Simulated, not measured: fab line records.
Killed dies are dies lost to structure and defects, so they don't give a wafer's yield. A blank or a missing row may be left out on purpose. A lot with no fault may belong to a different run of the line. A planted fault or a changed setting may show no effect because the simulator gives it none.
Chamber matching -- flow n5-finfet -- 4 sister chambers for N5_BEOL_M10_DESCUM_16 on rie-diel-06
The step chemistry O2, time 7.9 s. 4 wafers are shown with their chamber, then 8 later ones without.

== WAFERS, EACH WITH ITS CHAMBER ==
wafer,chamber,drypump-motor-current-A (A)
L088.5,3,5.9
L089.4,0,6.0
L089.5,2,5.1
L092.1,1,5.7

== WAFERS MISSING THEIR CHAMBER ==
wafer,drypump-motor-current-A (A)
L092.2,6.0
L092.5,5.9
L091.1,5.1
L091.4,5.0
L091.6,5.9
L095.1,6.0
L095.2,5.9
L095.4,6.0

== EACH ONE'S CHAMBER ==
wafer,from the rows above,in truth
L092.2,0,0
L092.5,3,3
L091.1,2,2
L091.4,2,2
L091.6,3,3
L095.1,0,0
L095.2,3,3
L095.4,0,0
Placed correctly: 8 of 8. From these rows, 0 cannot be placed. Wrongly placed: 0.
How it was worked out, from the rows above alone: a wafer's distance from a chamber is the root of the sum, over the readings, of the square of ((its reading less the chamber's mean) divided by the reading's scatter). The wafer belongs to the nearest chamber; if the next one is less than 2 further off, it can't be placed. Each chamber's mean is taken over the wafers shown for it. The scatter: root of mean squared gap, hidden wafer to nearest shown wafer, with one shown wafer a chamber.
